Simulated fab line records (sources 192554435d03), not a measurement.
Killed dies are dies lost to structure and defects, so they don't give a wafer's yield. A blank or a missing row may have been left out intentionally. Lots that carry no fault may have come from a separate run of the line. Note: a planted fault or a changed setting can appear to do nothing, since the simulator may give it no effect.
Which tool did it? | flow n5 finfet | 22 lots with 66 wafers sampled at 5 steps, on a route of 1938 steps

WHAT EACH GAUGE READ, for each wafer
N5_BEOL_M14_CD_MEAS_28: target cd 284.4 nm. Usual: cd nm 284.5 nm, standard deviation 1.3.
lot  | measured     | on        | cd nm (nm)        | flag
L074 | day 11 06:19 | cd sem-02 | 286.2 283.9 285.6 |
L075 | day 12 01:14 | cd sem-03 | 282.8 284.6 283.2 |
L076 | day 12 06:54 | cd sem-02 | 283.5 283.9 283.9 |
L078 | day 13 02:14 | cd sem-03 | 283.1 283.7 284.6 |
L079 | day 13 02:34 | cd sem-02 | 284.9 283.7 282.6 |
L081 | day 13 15:41 | cd sem-02 | 282.0 285.5 285.0 |
L080 | day 13 18:50 | cd sem-03 | 286.4 284.7 284.5 |
L083 | day 13 22:01 | cd sem-01 | 284.7 285.2 284.5 |
L084 | day 14 00:17 | cd sem-01 | 286.4 285.2 285.3 |
L082 | day 14 07:10 | cd sem-03 | 282.8 282.7 283.9 |
L086 | day 14 18:07 | cd sem-02 | 286.1 285.1 283.5 |
L085 | day 14 20:23 | cd sem-01 | 284.8 284.7 287.4 |
L088 | day 15 09:34 | cd sem-03 | 282.4 281.5 283.4 |
L087 | day 15 14:21 | cd sem-03 | 286.7 286.5 287.5 |
L089 | day 15 19:21 | cd sem-01 | 284.8 286.7 284.2 |
L090 | day 16 01:54 | cd sem-03 | 283.4 283.3 284.8 |
L091 | day 16 02:35 | cd sem-01 | 284.8 284.4 285.6 |
L093 | day 17 02:16 | cd sem-03 | 283.2 284.8 285.6 |
L095 | day 17 05:51 | cd sem-03 | 284.6 284.0 283.7 |
L094 | day 17 08:56 | cd sem-03 | 284.0 284.4 284.3 |
L096 | day 17 15:19 | cd sem-01 | 284.3 284.1 285.5 |
L097 | day 18 09:37 | cd sem-03 | 286.3 287.5 285.7 |

N5_BEOL_M15_OVL_MEAS_29. Usual: M15_OVL gives 1 nm (standard deviation 6.5).
lot  | measured     | on         | M15_OVL (nm) | flag
L074 | day 11 11:10 | overlay-01 | -7 -7 -6     |
L075 | day 12 08:00 | overlay-01 | -6 -5 -7     |
L076 | day 12 12:02 | overlay-02 | -3 7 -1      |
L078 | day 13 08:08 | overlay-02 | 2 21 7       |
L079 | day 13 08:37 | overlay-01 | 1 6 9        |
L081 | day 14 01:22 | overlay-01 | -2 2 10      |
L080 | day 14 02:16 | overlay-02 | -5 -1 4      |
L083 | day 14 04:19 | overlay-02 | 1 -3 2       |
L084 | day 14 04:45 | overlay-02 | -1 -4 0      |
L082 | day 14 12:56 | overlay-01 | -1 -1 1      |
L086 | day 14 23:38 | overlay-02 | 11 8 6       |
L085 | day 15 02:13 | overlay-02 | -9 -10 -5    |
L088 | day 15 16:03 | overlay-01 | -1 -1 8      |
L087 | day 15 20:50 | overlay-01 | -8 -4 4      |
L089 | day 16 02:15 | overlay-01 | -5 -4 -3     |
L090 | day 16 07:55 | overlay-01 | 1 -6 2       |
L091 | day 16 08:31 | overlay-01 | 7 2 5        |
L093 | day 17 09:08 | overlay-02 | 1 -3 -4      |
L095 | day 17 14:52 | overlay-01 | 8 5 5        |
L094 | day 17 15:14 | overlay-02 | 3 -2 -1      |
L096 | day 18 02:19 | overlay-02 | 2 -2 6       |
L097 | day 18 15:43 | overlay-02 | 9 16 13      |

EACH LOT AND THE TOOL THAT RAN IT (in order: tool; ch and the chambers of the sampled wafers; start)
lot  | N5_BEOL_M14_ETCH_38                           | N5_BEOL_M15_ETCH_59                | N5_BEOL_M15_ETCH_57
L074 | rie diel-05 ch 0,3, day 11 09:39 or earlier   | rie diel-01 ch 1,2, day 11 09:39   | rie diel-01 ch 0,1, day 11 10:13
L075 | rie diel-05 ch 1,3, day 12 06:31 or earlier   | rie diel-04 ch 1,2,3, day 12 06:31 | rie diel-01 ch 1,2,3, day 12 07:04
L076 | rie diel-05 ch 1,2, day 12 10:32 or earlier   | rie diel-02 ch 1,2,3, day 12 10:32 | rie diel-02 ch 1,2,3, day 12 11:06
L078 | rie diel-05 ch 0,1,3, day 13 06:43 or earlier | rie diel-04 ch 0,1,2, day 13 06:43 | rie diel-01 ch 1,2,3, day 13 07:20
L079 | rie diel-03 ch 1,2, day 13 06:54 or earlier   | rie diel-02 ch 1,2,3, day 13 06:54 | rie diel-01 ch 2,3, day 13 07:49
L081 | rie diel-05 ch 1,2,3, day 13 23:53 or earlier | rie diel-01 ch 1,2,3, day 13 23:53 | rie diel-04 ch 1,3, day 14 00:34
L080 | rie diel-06 ch 0,2,3, day 14 00:47 or earlier | rie diel-02 ch 1,2,3, day 14 00:47 | rie diel-04 ch 1,2,3, day 14 01:20
L083 | rie diel-06 ch 0,1,3, day 14 02:53 or earlier | rie diel-01 ch 0,1,3, day 14 02:53 | rie diel-04 ch 0,2,3, day 14 03:31
L084 | rie diel-06 ch 0,2, day 14 03:23 or earlier   | rie diel-02 ch 1,2, day 14 03:23   | rie diel-01 ch 2,3, day 14 03:57
L082 | rie diel-06 ch 0,1, day 14 11:34 or earlier   | rie diel-04 ch 0,3, day 14 11:34   | rie diel-01 ch 2,3, day 14 12:08
L086 | rie diel-03 ch 0,1,3, day 14 21:39 or earlier | rie diel-02 ch 0,1,2, day 14 21:39 | rie diel-04 ch 1,2,3, day 14 22:42
L085 | rie diel-05 ch 0,2, day 15 00:43 or earlier   | rie diel-02 ch 0,1,2, day 15 00:43 | rie diel-02 ch 0,1,2, day 15 01:17
L088 | rie diel-06 ch 1,2, day 15 14:33 or earlier   | rie diel-04 ch 2,3, day 15 14:33   | rie diel-04 ch 0,2, day 15 15:07
L087 | rie diel-03 ch 0,1,3, day 15 19:16 or earlier | rie diel-02 ch 0,1,2, day 15 19:16 | rie diel-01 ch 0,3, day 15 19:55
L089 | rie diel-03 ch 2,3, day 16 00:53 or earlier   | rie diel-04 ch 0,2,3, day 16 00:53 | rie diel-04 ch 1,2,3, day 16 01:27
L090 | rie diel-06 ch 2,3, day 16 06:32 or earlier   | rie diel-02 ch 0,1, day 16 06:32   | rie diel-04 ch 0,1, day 16 07:07
L091 | rie diel-05 ch 2,3, day 16 06:50 or earlier   | rie diel-01 ch 0,1,2, day 16 06:50 | rie diel-04 ch 0,2,3, day 16 07:35
L093 | rie diel-03 ch 0,1,3, day 17 07:38 or earlier | rie diel-02 ch 0,1,3, day 17 07:38 | rie diel-01 ch 2,3, day 17 08:12
L095 | rie diel-06 ch 0,1,3, day 17 13:20 or earlier | rie diel-02 ch 2,3, day 17 13:20   | rie diel-01 ch 0,1, day 17 13:56
L094 | rie diel-06 ch 1,2, day 17 13:42 or earlier   | rie diel-04 ch 1,3, day 17 13:42   | rie diel-02 ch 0,1,2, day 17 14:18
L096 | rie diel-03 ch 0,3, day 18 00:49 or earlier   | rie diel-04 ch 1,2,3, day 18 00:49 | rie diel-02 ch 0,2,3, day 18 01:22
L097 | rie diel-06 ch 1,2, day 18 14:08 or earlier   | rie diel-01 ch 0,3, day 18 14:08   | rie diel-04 ch 0,1,2, day 18 14:48
- N5_BEOL_M14_ETCH_38: etches SiCN in CF4/N2, target depth 106.5 nm, time 120.6 s.
- N5_BEOL_M15_ETCH_59: etches BARC in N2/H2, target depth 89 nm, overetch 26.7 nm, time 67.9 s.
- N5_BEOL_M15_ETCH_57: etches SOC in N2/H2, time 750 s.

WHAT THE TOOLS THEMSELVES READ (means of the sampled wafers that have a number; where no wafer has one, the mark that the record gives instead)
N5_BEOL_M14_ETCH_38. Usual: drypump motor current A 5.9 A, standard deviation 0.38; oes product au 0.83 a.u., standard deviation 0.084; rf fwd power W 428.4 W, standard deviation 1.3; rf vpp V 382.5 V, standard deviation 2.5; showerhead plenum p Torr 2.21 Torr, standard deviation 0.1; throttle valve pct 15.37 %, standard deviation 0.25.
lot  | tool        | drypump motor current A (A) | oes product au (a.u.) | rf fwd power W (W) | rf vpp V (V) | showerhead plenum p Torr (Torr) | throttle valve pct (%) | flag
L074 | rie diel-05 | 5.6                         | 0.85                  | 428.4              | 383.4        | 2.26                            | 15.38                  |
L075 | rie diel-05 | 5.9                         | 0.76                  | 429.0              | 381.1        | 2.18                            | 15.22                  |
L076 | rie diel-05 | 5.6                         | 0.83                  | 428.6              | 383.4        | 2.26                            | 15.24                  |
L078 | rie diel-05 | 5.7                         | 0.86                  | 429.1              | 383.1        | 2.26                            | 15.30                  |
L079 | rie diel-03 | 6.0                         | 0.81                  | 428.0              | 382.2        | 2.17                            | 15.69                  |
L081 | rie diel-05 | 5.7                         | 0.81                  | 428.4              | 383.0        | 2.25                            | 15.23                  |
L080 | rie diel-06 | 6.2                         | 0.84                  | 428.4              | 380.2        | 2.14                            | 15.31                  |
L083 | rie diel-06 | 5.9                         | 0.81                  | 429.3              | 382.5        | 2.20                            | 15.32                  |
L084 | rie diel-06 | 6.1                         | 0.85                  | 428.3              | 380.7        | 2.14                            | 15.31                  |
L082 | rie diel-06 | 5.5                         | 0.80                  | 428.8              | 383.4        | 2.25                            | 15.35                  |
L086 | rie diel-03 | 5.8                         | 0.84                  | 427.6              | 383.3        | 2.23                            | 15.48                  |
L085 | rie diel-05 | 5.4                         | 0.89                  | 428.5              | 385.2        | 2.34                            | 15.35                  |
L088 | rie diel-06 | 6.0                         | 0.86                  | 428.4              | 383.0        | 2.20                            | 15.29                  |
L087 | rie diel-03 | 5.9                         | 0.83                  | 427.2              | 382.7        | 2.23                            | 15.49                  |
L089 | rie diel-03 | 6.1                         | 0.72                  | 427.4              | 382.6        | 2.20                            | 15.81                  |
L090 | rie diel-06 | 6.4                         | 0.83                  | 428.3              | 380.5        | 2.15                            | 15.30                  |
L091 | rie diel-05 | 5.5                         | 0.85                  | 429.7              | 385.9        | 2.32                            | 15.25                  |
L093 | rie diel-03 | 5.9                         | 0.81                  | 428.9              | 382.7        | 2.23                            | 15.52                  |
L095 | rie diel-06 | 5.8                         | 0.79                  | 428.0              | 382.0        | 2.19                            | 15.38                  |
L094 | rie diel-06 | 5.7                         | 0.81                  | 427.6              | 383.8        | 2.25                            | 15.35                  |
L096 | rie diel-03 | 6.0                         | 0.77                  | 429.8              | 383.0        | 2.24                            | 15.57                  |
L097 | rie diel-06 | 5.6                         | 0.81                  | 428.7              | 383.7        | 2.25                            | 15.37                  |

N5_BEOL_M15_ETCH_59. Usual: drypump motor current A 5.6 A, standard deviation 0.33; oes product au 0.69 a.u., standard deviation 0.072; rf fwd power W 832 W, standard deviation 3.3; rf vpp V 524.6 V, standard deviation 2.7; showerhead plenum p Torr 2.57 Torr, standard deviation 0.092; throttle valve pct 17.79 %, standard deviation 0.24.
lot  | tool        | drypump motor current A (A) | oes product au (a.u.) | rf fwd power W (W) | rf vpp V (V) | showerhead plenum p Torr (Torr) | throttle valve pct (%) | flag
L074 | rie diel-01 | 5.5                         | 0.67                  | 832                | 522.3        | 2.49                            | 17.74                  |
L075 | rie diel-04 | 5.3                         | 0.71                  | 831                | 525.1        | 2.60                            | 17.79                  |
L076 | rie diel-02 | 5.9                         | 0.66                  | 831                | 524.9        | 2.57                            | 17.89                  |
L078 | rie diel-04 | 5.2                         | 0.65                  | 829                | 524.7        | 2.57                            | 17.95                  |
L079 | rie diel-02 | 5.9                         | 0.65                  | 829                | 524.4        | 2.57                            | 17.90                  |
L081 | rie diel-01 | 5.5                         | 0.68                  | 834                | 522.2        | 2.48                            | 17.80                  |
L080 | rie diel-02 | 5.9                         | 0.65                  | 831                | 525.1        | 2.57                            | 17.91                  |
L083 | rie diel-01 | 5.7                         | 0.67                  | 834                | 523.1        | 2.51                            | 17.83                  |
L084 | rie diel-02 | 5.9                         | 0.66                  | 834                | 522.9        | 2.51                            | 17.92                  |
L082 | rie diel-04 | 5.0                         | 0.65                  | 836                | 526.1        | 2.65                            | 17.82                  |
L086 | rie diel-02 | 5.8                         | 0.71                  | 833                | 524.3        | 2.56                            | 17.79                  |
L085 | rie diel-02 | 5.8                         | 0.71                  | 835                | 524.5        | 2.56                            | 17.80                  |
L088 | rie diel-04 | 5.3                         | 0.66                  | 832                | 527.4        | 2.65                            | 17.77                  |
L087 | rie diel-02 | 5.8                         | 0.71                  | 832                | 524.8        | 2.56                            | 17.81                  |
L089 | rie diel-04 | 5.2                         | 0.65                  | 834                | 526.4        | 2.65                            | 17.83                  |
L090 | rie diel-02 | 5.8                         | 0.75                  | 835                | 526.5        | 2.62                            | 17.68                  |
L091 | rie diel-01 | 5.7                         | 0.71                  | 833                | 522.1        | 2.50                            | 17.65                  |
L093 | rie diel-02 | 5.8                         | 0.75                  | 834                | 527.1        | 2.62                            | 17.66                  |
L095 | rie diel-02 | 6.0                         | 0.65                  | 830                | 522.1        | 2.47                            | 17.95                  |
L094 | rie diel-04 | 5.2                         | 0.70                  | 834                | 525.4        | 2.61                            | 17.73                  |
L096 | rie diel-04 | 5.3                         | 0.66                  | 830                | 523.7        | 2.58                            | 17.86                  |
L097 | rie diel-01 | 5.5                         | 0.68                  | 832                | 523.0        | 2.49                            | 17.60                  |

N5_BEOL_M15_ETCH_57. Usual: drypump motor current A 5.5 A, standard deviation 0.32; oes product au 0.80 a.u., standard deviation 0.079; rf fwd power W 2997 W, standard deviation 9.3; rf vpp V 524.2 V, standard deviation 2.5; showerhead plenum p Torr 2.55 Torr, standard deviation 0.087; throttle valve pct 17.67 %, standard deviation 0.27.
lot  | tool        | drypump motor current A (A) | oes product au (a.u.) | rf fwd power W (W) | rf vpp V (V) | showerhead plenum p Torr (Torr) | throttle valve pct (%) | flag
L074 | rie diel-01 | 5.8                         | 0.74                  | 3004               | 524.3        | 2.53                            | 17.97                  |
L075 | rie diel-01 | 5.5                         | 0.81                  | 2993               | 521.9        | 2.49                            | 17.67                  |
L076 | rie diel-02 | 5.9                         | 0.77                  | 2998               | 524.1        | 2.57                            | 17.78                  |
L078 | rie diel-01 | 5.5                         | 0.81                  | 2999               | 521.4        | 2.49                            | 17.69                  |
L079 | rie diel-01 | 5.4                         | 0.85                  | 2992               | 522.5        | 2.48                            | 17.36                  |
L081 | rie diel-04 | 5.2                         | 0.86                  | 3003               | 525.8        | 2.62                            | 17.57                  |
L080 | rie diel-04 | 5.3                         | 0.81                  | 2994               | 524.8        | 2.60                            | 17.70                  |
L083 | rie diel-04 | 5.2                         | 0.76                  | 3002               | 527.5        | 2.66                            | 17.67                  |
L084 | rie diel-01 | 5.3                         | 0.86                  | 3000               | 521.6        | 2.48                            | 17.42                  |
L082 | rie diel-01 | 5.3                         | 0.85                  | 3002               | 522.3        | 2.48                            | 17.41                  |
L086 | rie diel-04 | 5.3                         | 0.80                  | 2990               | 525.1        | 2.59                            | 17.70                  |
L085 | rie diel-02 | 5.8                         | 0.84                  | 3004               | 525.3        | 2.56                            | 17.69                  |
L088 | rie diel-04 | 5.3                         | 0.72                  | 2989               | 525.5        | 2.63                            | 17.83                  |
L087 | rie diel-01 | 5.7                         | 0.80                  | 2995               | 524.6        | 2.53                            | 17.45                  |
L089 | rie diel-04 | 5.3                         | 0.80                  | 2995               | 525.7        | 2.59                            | 17.72                  |
L090 | rie diel-04 | 5.0                         | 0.73                  | 3001               | 523.7        | 2.56                            | 17.89                  |
L091 | rie diel-04 | 5.2                         | 0.75                  | 3002               | 526.2        | 2.65                            | 17.72                  |
L093 | rie diel-01 | 5.3                         | 0.83                  | 3001               | 522.4        | 2.47                            | 17.45                  |
L095 | rie diel-01 | 5.9                         | 0.81                  | 2991               | 522.8        | 2.53                            | 17.59                  |
L094 | rie diel-02 | 5.8                         | 0.81                  | 3000               | 524.9        | 2.56                            | 17.73                  |
L096 | rie diel-02 | 5.9                         | 0.83                  | 2995               | 523.3        | 2.53                            | 17.71                  |
L097 | rie diel-04 | 5.2                         | 0.80                  | 2996               | 525.0        | 2.56                            | 17.76                  |

THE ANSWER, worked out from the rows above alone
Rule: a lot is off if the mean of its wafers that have a number lies more than 3 standard deviations from the usual mean. Also off: a lot with no number at a reading for which 4 or more lots have one. Any other lot the step has rows for is counted as sound. The gauges are gone through in route order, then the tools' own readings, and for those a lot's mean is taken as printed above. At the first step where some lot is off, the reading lying furthest off is the one used; lots without a number count as furthest.
None of the lots is off at any reading shown; this tells nothing.

WHAT WAS PUT IN BY THE SIMULATOR
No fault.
